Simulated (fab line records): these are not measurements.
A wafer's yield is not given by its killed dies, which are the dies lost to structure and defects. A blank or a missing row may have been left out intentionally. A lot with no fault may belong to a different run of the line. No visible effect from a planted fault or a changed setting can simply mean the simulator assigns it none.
Problem report in the 8D (eight disciplines) form, filled by code | flow n5-finfet | the parts of the form that need people (team, actions taken, sign-off) are left out

1. WHAT IS WRONG
cd-nm at N5_HKMG_FIN_CD_MEAS_49 reads a mean of 279.8 nm on 3 wafers of 3 lots; wafers without a fault read 202.3 nm with a standard deviation of 0.55. That is +99 or more standard deviations from the usual mean.
The step: target cd 202 nm.
First observed at day 5 09:40: wafer L502.6, on cd-sem-02. Wafers with a number at this step in the record: 32, from 11 lots. By rule, "out" or "out of limits" means more than 4 standard deviations away from the usual mean. All remaining wafers that have a number are taken as sound.

2. WHAT IT IS, WHAT IT ISN'T
question                    | is                     | is not
which readings at this step | cd-nm                  | -
which lots                  | L502, L503, L505       | L497, L498, L512, L515, L516, L517, L518, L519
which wafers of those lots  | L502.6, L503.5, L505.6 | L502.3, L502.4, L503.3, L503.4, L505.2
read on which gauges        | cd-sem-02, cd-sem-03   | cd-sem-01
when                        | from day 5 09:40       | up to then (8 sound wafers); but 21 sound wafers of L503, L505, L512, L515, L516, L517, L518, L519 came after

3. SUSPECTS, AND WHAT RULES EACH OUT
Counting: if a tool at a process step up to the reading ran every lot that is out, it stays a suspect. Sound lots after the first of them don't rule it out here, since some wafers of a struck lot are sound.
- the gauge at N5_HKMG_FIN_CD_MEAS_49 is ruled out. The wafers that are out were read on 2 gauges (cd-sem-02, cd-sem-03).
- arfi-scanner-03 at N5_HKMG_FIN_EXPOSE_46 (exposes mask NDIPOLE): kept. It processed each lot that is out (first: L502, day 5 09:33); up to then, its last sound lot is L498 (day 4 08:22).
Remaining after the count: arfi-scanner-03 at N5_HKMG_FIN_EXPOSE_46.

4. THE CAUSE (what the simulator had put in)
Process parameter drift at N5_HKMG_FIN_EXPOSE_46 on arfi-scanner-03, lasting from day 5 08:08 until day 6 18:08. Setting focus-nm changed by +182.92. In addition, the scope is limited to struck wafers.
Only this tool survived the counting.

5. SEQUENCE OF EFFECTS, ordered by route
Each row: a reading whose mean over the struck wafers that have a number lies more than 3 standard deviations from the usual. Only readings whose record carries a usual standard deviation are examined. hours: median over the lots of the time between each lot's start at the first step of this table that gives one and its start at this step. sigmas: the change, counted in usual standard deviations.
hours | step                    | reading             | usual    | on struck wafers | change | sigmas
0     | N5_HKMG_FIN_CD_MEAS_49  | cd-nm               | 202.3 nm | 279.8            | +77.5  | +99 or more
203   | N5_PASSIVATION_PROBE_49 | killed-at-front-end | 41       | 1118             | +1077  | +98
203   | N5_PASSIVATION_PROBE_49 | killed-dies         | 107      | 1180             | +1073  | +63
203   | N5_PASSIVATION_PROBE_49 | killed-on-rim       | 14       | 152              | +138   | +31
Here are the process steps it includes:
- N5_PASSIVATION_PROBE_49

6. HOW IT WOULD HAVE BEEN CAUGHT EARLIER
Counted from the fault's start at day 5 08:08, it took 2 hours until the first out-of-limits reading at a measuring or inspecting step in this record, taken at day 5 09:40.
Tool readings at N5_HKMG_FIN_EXPOSE_46 with a usual standard deviation given in the record: none out on any struck wafer, hence no alarm at a limit of 4 standard deviations on them.
Among the 3 lots that are out, L503, L505 began N5_HKMG_FIN_EXPOSE_46 on arfi-scanner-03 after day 5 09:40. A hold on the tool at that time would have spared those 2.
